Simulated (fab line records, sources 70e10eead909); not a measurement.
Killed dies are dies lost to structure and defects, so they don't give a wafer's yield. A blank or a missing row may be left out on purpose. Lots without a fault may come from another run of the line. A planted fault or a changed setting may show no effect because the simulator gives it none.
A struck lot beside a sound one | flow nand_harc | 13 steps out of a route of 1302
Sound: wafers L689.1, L689.2, L689.4. Struck: wafers L700.1, L700.2, L700.6. The cause comes at the end.
At each step with rows: each side's tool, then ch and its chambers, then its first start. Under that, the readings that differ: sound wafers | struck wafers | difference of the means | sigmas: that difference in standard deviations of wafers without a fault.
alike: readings whose means differ by less than 2 such deviations, and words and numbers that are the same on both sides. not compared: withheld readings, readings that some wafer has no value for, bounds like >300 that may hide the same value, and numbers for which the record gives no deviation and whose values overlap.
The two part at a step that has a row with sigmas, a row that says differs or no value, or rows on one side only. Numbers that don't overlap but have no deviation are shown without sigmas and don't part them. A reading that every wafer of one side lacks parts them only if that side has two wafers or more.

first, 1 step without rows for these wafers: NHARC_A_CHANNEL_FILL_D2_ALD_03 (deposits SiNx, target thk 6 nm, pulse time 60 s, ald cycles 58).
NHARC_A_CHANNEL_FILL_D2_ALD_14: deposits SiO2, target thk 2.5 nm, pulse time 10 s, ald cycles 25.
  sound on ald_hk-02 ch 1,2,3, day 17 13:33; struck on ald_hk-01 ch 1,2,3, day 22 11:32
  alike: heater_power_w, precursor_pulse_height_rel
NHARC_A_CHANNEL_FILL_D2_ALD_15: deposits SiNx, target thk 2 nm, pulse time 60 s, ald cycles 19.
  sound on ald_sin_batch-02 ch 0; struck on ald_sin_batch-02 ch 0
  alike: precursor_pulse_height_rel
then, 3 steps without rows for these wafers: NHARC_A_CHANNEL_FILL_D2_ALD_16 (deposits SiO2, target thk 1.5 nm, pulse time 10 s, ald cycles 15); NHARC_A_CHANNEL_FILL_D2_ANNEAL_17 (time 1800 s); NHARC_A_CHANNEL_FILL_D2_CVD_18 (deposits poly-Si, target thk 3 nm).
NHARC_A_CHANNEL_FILL_D2_ETCHBACK_19: etches the open film in HBr/Cl2, target depth 5 nm, time 1.7 s.
  sound on rie_si-03 ch 0,2,3, day 18 06:38; struck on rie_si-03 ch 2,3, day 23 04:04
  alike: chamber_pressure_mTorr, drypump_motor_current_A, oes_product_au, throttle_valve_pct
  not compared: rf_hours_counter_h
NHARC_A_CHANNEL_FILL_D2_ETCHBACK_20: etches the open film in C4F8/O2/Ar, target depth 27 nm, time 13.5 s.
  sound on rie_diel-11 ch 2,3, day 18 06:47; struck on rie_diel-12 ch 1,2,3, day 23 04:13
  alike: chamber_pressure_mTorr, oes_product_au, rf_vpp_V
  not compared: rf_hours_counter_h
NHARC_A_CHANNEL_FILL_D2_STRIP_28: strips in O2, time 20 s.
  sound on rie_diel-11 ch 2,3, day 18 06:53; struck on rie_diel-12 ch 1,2,3, day 23 04:17
  alike: chamber_pressure_mTorr, drypump_motor_current_A, oes_product_au, rf_vpp_V, showerhead_plenum_p_Torr, throttle_valve_pct
  not compared: rf_hours_counter_h
then, 3 steps without rows for these wafers: NHARC_A_CHANNEL_FILL_D2_PRECLEAN_21 (cleans in dHF, time 30 s); NHARC_A_CHANNEL_FILL_D2_SRD_23; NHARC_A_CHANNEL_FILL_D2_CVD_05 (deposits poly-Si, target thk 5 nm).
NHARC_A_CHANNEL_FILL_D2_ANNEAL_22: time 7200 s.
  sound on furnace-01 ch 0, day 18 14:59; struck on furnace-03 ch 0, day 23 13:12
  reading                | sound                | struck               | difference | sigmas
  spike_tc_bottom_C (C)  | 642.8 641.4 642.8    | 670.3 670.1 669.3    | +27.6      | +11
  spike_tc_centre_C (C)  | 622.8 618.9 621.0    | 650.8 651.2 650.1    | +29.8      | +23
  spike_tc_lower_C (C)   | 618.9 620.7 618.1    | 648.2 650.0 649.6    | +30.0      | +27
  spike_tc_top_C (C)     | 633.2 634.2 634.0    | 658.9 661.5 661.0    | +26.7      | +13
  spike_tc_upper_C (C)   | 618.0 617.9 618.5    | 650.0 650.6 649.9    | +32.0      | +23
  tube_center_temp_C (C) | 620.06 620.01 620.07 | 648.56 648.63 648.65 | +28.57     | +99 or more
  tube_center_temp_C_max | 621.71 621.43 621.68 | 650.10 650.21 650.19 | +28.56     | +99 or more

WHERE THEY PART
Only at NHARC_A_CHANNEL_FILL_D2_ANNEAL_22, within this record.

WHY: what the simulator had put in
Process parameter drift: furnace-03, from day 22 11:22 on, at NHARC_A_CHANNEL_FILL_D2_ANNEAL_22. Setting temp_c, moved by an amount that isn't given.
